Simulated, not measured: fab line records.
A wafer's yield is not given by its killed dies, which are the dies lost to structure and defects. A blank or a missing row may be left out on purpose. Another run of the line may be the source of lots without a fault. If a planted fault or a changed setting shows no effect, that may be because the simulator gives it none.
Matching of chambers | flow nandHarc | 4 sister chambers for NHARC_A_CONTACT_ETCH_102 on rieDiel-03
The step etches the open film in CF4/O2, target depth 100 nm, overetch 10 nm, time 55 s. 14 wafers are shown with their chamber, then 7 later ones without.

WAFERS PAIRED WITH THEIR CHAMBERS
wafer  | chamber | drypumpMotorCurrentA (A) | showerheadPlenumPTorr (Torr) | rfVppV (V)
L074.2 | 0       | 5.0                      | 1.37                         | 198.9
L074.4 | 2       | 5.5                      | 1.30                         | 198.5
L074.6 | 3       | 5.5                      | 1.29                         | 196.8
L076.1 | 0       | 5.0                      | 1.37                         | 198.4
L076.3 | 2       | 5.6                      | 1.30                         | 197.1
L076.4 | 3       | 5.5                      | 1.29                         | 197.7
L080.1 | 0       | 5.0                      | 1.36                         | 199.8
L080.4 | 3       | 5.5                      | 1.29                         | 196.6
L080.6 | 3       | 5.5                      | 1.29                         | 196.5
L090.1 | 1       | 5.3                      | 1.42                         | 199.6
L090.2 | 3       | 5.5                      | 1.28                         | 195.8
L090.3 | 2       | 5.5                      | 1.29                         | 196.6
L090.4 | 0       | 5.0                      | 1.35                         | 197.8
L090.5 | 0       | 5.0                      | 1.35                         | 198.1

SIGNATURES (averages over the wafers above)
reading               | chamber 0 | chamber 1 | chamber 2 | chamber 3 | scatter within a chamber
drypumpMotorCurrentA  | 5.000     | 5.300     | 5.533     | 5.500     | 0.0258
showerheadPlenumPTorr | 1.3600    | 1.4200    | 1.2967    | 1.2880    | 0.00739
rfVppV                | 198.600   | 199.600   | 197.400   | 196.680   | 0.792
Rule: distance of a wafer from a chamber = root of the sum over the readings of ((wafer's reading minus chamber's mean) / reading's scatter) squared. If the next closest chamber is less than 2 further off than the closest, the wafer can't be placed; otherwise it belongs to the closest. The scatter: the root of (the sum of the squares of (reading less its chamber's mean) over the shown wafers, divided by (wafers less chambers)).

WAFERS WHOSE CHAMBER IS MISSING
wafer  | drypumpMotorCurrentA (A) | showerheadPlenumPTorr (Torr) | rfVppV (V)
L090.6 | 5.3                      | 1.42                         | 198.6
L095.1 | 5.0                      | 1.35                         | 197.6
L095.2 | 5.3                      | 1.42                         | 198.3
L095.3 | 5.5                      | 1.29                         | 197.2
L097.4 | 5.3                      | 1.42                         | 198.6
L097.5 | 5.3                      | 1.42                         | 197.9
L097.6 | 5.5                      | 1.29                         | 197.4

THE CHAMBER EACH PASSED THROUGH
wafer  | from the rows above     | in truth
L090.6 | 1                       | 1
L095.1 | 0                       | 0
L095.2 | 1                       | 1
L095.3 | can't be placed: 3 or 2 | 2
L097.4 | 1                       | 1
L097.5 | 1                       | 1
L097.6 | can't be placed: 3 or 2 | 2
Correctly placed: 5 of 7. Cannot be placed on the basis of these rows: 2; the candidates contain the true chamber in 2. Number placed wrongly: 0.
